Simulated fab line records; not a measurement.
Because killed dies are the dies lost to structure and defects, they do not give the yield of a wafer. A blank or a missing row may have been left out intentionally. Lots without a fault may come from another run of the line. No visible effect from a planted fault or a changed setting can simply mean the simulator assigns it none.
Which tool is to blame? ; flow nand harc ; 13 lots with 39 wafers sampled at 5 steps, on a route of 1302 steps

WHAT THE GAUGES READ, wafer by wafer
NHARC_END_SORT_01. Usual: killed at array 55, standard deviation 12; killed at other 1.0, standard deviation 1.2; killed at periphery 3.9, standard deviation 2.6; killed dies 60, standard deviation 12; killed open 3.3, standard deviation 1.9; killed short 2.5, standard deviation 1.8.
lot;measured;on;killed at array;killed at other;killed at periphery;killed dies;killed open;killed short;flag
L254;day 24 06:38;prober-02;37 50 36;1 0 1;9 7 8;47 57 45;0 6 4;1 3 1;
L255;day 25 00:14;prober-01;66 70 72;0 1 0;2 3 2;68 74 74;2 2 1;1 3 2;
L261;day 27 07:25;prober-01;47 62 57;1 1 1;5 1 5;53 64 63;3 0 1;0 0 3;
L260;day 27 16:29;prober-02;47 46 51;0 3 4;5 6 7;52 55 62;3 2 4;1 2 3;
L263;day 28 06:38;prober-02;57 51 54;2 4 1;8 14 4;67 69 59;9 7 6;5 3 2;
L268;day 30 09:41;prober-01;37 49 43;0 0 0;5 1 3;42 50 46;5 5 4;3 5 2;
L267;day 30 20:06;prober-02;59 52 52;1 0 2;2 2 1;62 54 55;4 5 2;3 1 1;
L269;day 31 04:52;prober-01;66 66 64;6 3 4;3 1 1;75 70 69;4 0 2;4 2 4;
L271;day 31 12:39;prober-01;52 58 52;0 1 0;3 4 8;55 63 60;5 4 4;0 1 0;
L273;day 32 02:43;prober-02;38 38 43;0 0 0;0 6 1;38 44 44;3 3 6;2 6 6;
L275;day 32 22:58;prober-02;44 50 56;1 2 2;3 1 4;48 53 62;3 4 5;6 6 5;
L277;day 33 10:28;prober-01;56 66 59;0 0 0;4 8 3;60 74 62;4 3 5;2 1 2;
L276;day 33 09:40;prober-02;75 61 66;0 0 0;3 4 3;78 65 69;1 3 3;3 4 2;

EACH LOT AND THE TOOL THAT RAN IT (in order: tool; ch and the chambers of the sampled wafers; start)
lot;NHARC_A_STAIRCASE_ETCH_271;NHARC_A_STAIRCASE_ETCH_273;NHARC_A_STAIRCASE_HM_DEP_459;NHARC_A_STAIRCASE_DEP_301
L254;rie diel-11 ch 0,1,2, day 16 07:57;rie diel-11 ch 0,1,2, day 16 12:26 or earlier;acl dep-03 ch 0, day 16 12:26;pecvd-04 ch 0,2, day 16 20:33
L255;rie diel-11 ch 1,2,3, day 16 19:46;rie diel-11 ch 0,1,3, day 17 01:04 or earlier;acl dep-03 ch 0, day 17 01:04;pecvd-02 ch 1,2, day 17 07:40
L261;rie diel-02 ch 1,3, day 19 08:26;rie diel-02 ch 0,1, day 19 14:03 or earlier;acl dep-01 ch 0, day 19 14:03;pecvd-03 ch 1,2, day 19 22:46
L260;rie diel-10 ch 1,2,3, day 19 09:47;rie diel-10 ch 0,1,2, day 19 16:26 or earlier;acl dep-02 ch 0, day 19 16:26;pecvd-02 ch 0,1,2, day 20 04:50
L263;rie diel-11 ch 1,3, day 20 06:21;rie diel-11 ch 0,1,3, day 20 11:42 or earlier;acl dep-01 ch 0, day 20 11:42;pecvd-02 ch 0,1, day 20 19:07
L268;rie diel-11 ch 0,2,3, day 22 08:20;rie diel-11 ch 0,1,3, day 22 11:19 or earlier;acl dep-01 ch 0, day 22 11:19;pecvd-04 ch 0,2, day 22 18:38
L267;rie diel-02 ch 0,1,3, day 22 17:47;rie diel-02 ch 1,2, day 22 22:07 or earlier;acl dep-03 ch 0, day 22 22:07;pecvd-04 ch 1,2, day 23 07:16
L269;rie diel-11 ch 0,1,2, day 23 01:26;rie diel-11 ch 0,2,3, day 23 05:49 or earlier;acl dep-02 ch 0, day 23 05:49;pecvd-02 ch 1,2, day 23 15:41
L271;rie diel-11 ch 0,1,3, day 23 14:10;rie diel-11 ch 0,3, day 23 17:53 or earlier;acl dep-01 ch 0, day 23 17:53;pecvd-04 ch 0,1, day 24 02:18
L273;rie diel-11 ch 1,2, day 24 06:41;rie diel-11 ch 0,1,3, day 24 10:25 or earlier;acl dep-03 ch 0, day 24 10:25;pecvd-02 ch 0,1,2, day 24 16:40
L275;rie diel-10 ch 0,2,3, day 24 23:44;rie diel-10 ch 1,2, day 25 04:16 or earlier;acl dep-01 ch 0, day 25 04:16;pecvd-02 ch 1,2, day 25 11:20
L277;rie diel-11 ch 1,3, day 25 16:38;rie diel-11 ch 0,1,2, day 25 22:37 or earlier;acl dep-02 ch 0, day 25 22:37;pecvd-02 ch 0,2, day 26 05:56
L276;rie diel-02 ch 1,2, day 25 17:28;rie diel-02 ch 0,2,3, day 25 22:48 or earlier;acl dep-03 ch 0, day 25 22:48;pecvd-03 ch 0,1,2, day 26 08:04
- NHARC_A_STAIRCASE_ETCH_271: etches the open film in CF4/CHF3.
- NHARC_A_STAIRCASE_ETCH_273: etches the open film in C4F8/O2/Ar, target depth 10200 nm, time 2468.6 s.
- NHARC_A_STAIRCASE_HM_DEP_459: deposits aC, target thk 1500 nm.
- NHARC_A_STAIRCASE_DEP_301: deposits SiON, target thk 30 nm.

WHAT THE TOOLS THEMSELVES READ (means of the sampled wafers that have a number; where no wafer has one, the mark that the record gives instead)
NHARC_A_STAIRCASE_ETCH_271. Usual: drypump motor current A 5.8 A, standard deviation 0.45; oes product au 0.948 a.u., standard deviation 0.019; rf vpp V 370.9 V, standard deviation 2.7; showerhead plenum p Torr 1.58 Torr, standard deviation 0.077; throttle valve pct 16.802 %, standard deviation 0.0098.
lot;tool;drypump motor current A (A);oes product au (a.u.);rf vpp V (V);showerhead plenum p Torr (Torr);throttle valve pct (%);flag
L254;rie diel-11;5.6;0.937;370.9;1.58;16.803;
L255;rie diel-11;5.9;0.942;369.2;1.52;16.795;
L261;rie diel-02;5.3;0.930;371.8;1.59;16.796;
L260;rie diel-10;6.1;0.968;372.4;1.61;16.802;
L263;rie diel-11;5.9;0.947;369.3;1.53;16.807;
L268;rie diel-11;5.9;0.957;372.1;1.62;16.809;
L267;rie diel-02;5.5;0.926;369.8;1.56;16.804;
L269;rie diel-11;5.6;0.955;373.2;1.65;16.806;
L271;rie diel-11;5.6;0.971;370.4;1.58;16.803;
L273;rie diel-11;5.8;0.978;373.4;1.66;16.794;
L275;rie diel-10;5.8;0.947;372.2;1.64;16.802;
L277;rie diel-11;5.9;0.930;369.0;1.52;16.797;
L276;rie diel-02;5.9;0.967;372.4;1.62;16.800;

NHARC_A_STAIRCASE_ETCH_273. Usual: oes product au 0.932 a.u., standard deviation 0.01; rf vpp V 1828 V, standard deviation 13.
lot;tool;oes product au (a.u.);rf vpp V (V);flag
L254;rie diel-11;0.932;1828;
L255;rie diel-11;0.934;1829;
L261;rie diel-02;0.928;1831;
L260;rie diel-10;0.936;1833;
L263;rie diel-11;0.938;1829;
L268;rie diel-11;0.938;1828;
L267;rie diel-02;0.927;1836;
L269;rie diel-11;0.944;1833;
L271;rie diel-11;0.920;1821;
L273;rie diel-11;0.937;1828;
L275;rie diel-10;0.933;1824;
L277;rie diel-11;0.932;1838;
L276;rie diel-02;0.925;1822;

NHARC_A_STAIRCASE_HM_DEP_459. Usual: throttle valve pct 35.000 %, standard deviation 0.0088.
lot;tool;throttle valve pct (%);flag
L254;acl dep-03;35.001;
L255;acl dep-03;34.999;
L261;acl dep-01;34.998;
L260;acl dep-02;35.001;
L263;acl dep-01;34.996;
L268;acl dep-01;35.007;
L267;acl dep-03;34.995;
L269;acl dep-02;34.997;
L271;acl dep-01;35.008;
L273;acl dep-03;34.997;
L275;acl dep-01;35.001;
L277;acl dep-02;35.001;
L276;acl dep-03;34.996;

NHARC_A_STAIRCASE_DEP_301. Usual: heater power w 725 W, standard deviation 84; rf fwd power W 348.5 W, standard deviation 1; showerhead vpp V 1209 V, standard deviation 59.
lot;tool;heater power w (W);rf fwd power W (W);showerhead vpp V (V);flag
L254;pecvd-04;738;348.2;1230;
L255;pecvd-02;699;347.9;1217;
L261;pecvd-03;674;348.8;1169;
L260;pecvd-02;720;302.8;1119;OFF
L263;pecvd-02;687;301.7;1059;OFF
L268;pecvd-04;720;349.9;1227;
L267;pecvd-04;830;349.5;1195;
L269;pecvd-02;783;348.3;1200;
L271;pecvd-04;642;349.0;1219;
L273;pecvd-02;672;348.6;1219;
L275;pecvd-02;784;349.2;1218;
L277;pecvd-02;687;348.5;1210;
L276;pecvd-03;716;349.6;1196;

THE ANSWER, worked out from the rows above alone
Rule: lot off if the mean of its wafers having a number is beyond 3 standard deviations from the usual mean. A lot without any number at a reading at which 4 lots or more have one is off too. Any other lot the step has rows for is counted as sound. First the gauges in route order, then the tools' own readings, where a lot's mean is used as printed above. The first step at which some lot is off is used, and at that step the reading that is off furthest; a lot without a number counts as furthest.
Off, at NHARC_A_STAIRCASE_DEP_301 on rf fwd power W: L260, L263.
A tool fits if, at that step or a process step before it, it ran every lot that is off, and no sound lot after the first of them. With no start given for some of its lots, NHARC_A_STAIRCASE_ETCH_273 uses the hours and lot order of NHARC_A_STAIRCASE_HM_DEP_459. No candidate that was tried fits.

WHAT HAD BEEN PUT IN BY THE SIMULATOR
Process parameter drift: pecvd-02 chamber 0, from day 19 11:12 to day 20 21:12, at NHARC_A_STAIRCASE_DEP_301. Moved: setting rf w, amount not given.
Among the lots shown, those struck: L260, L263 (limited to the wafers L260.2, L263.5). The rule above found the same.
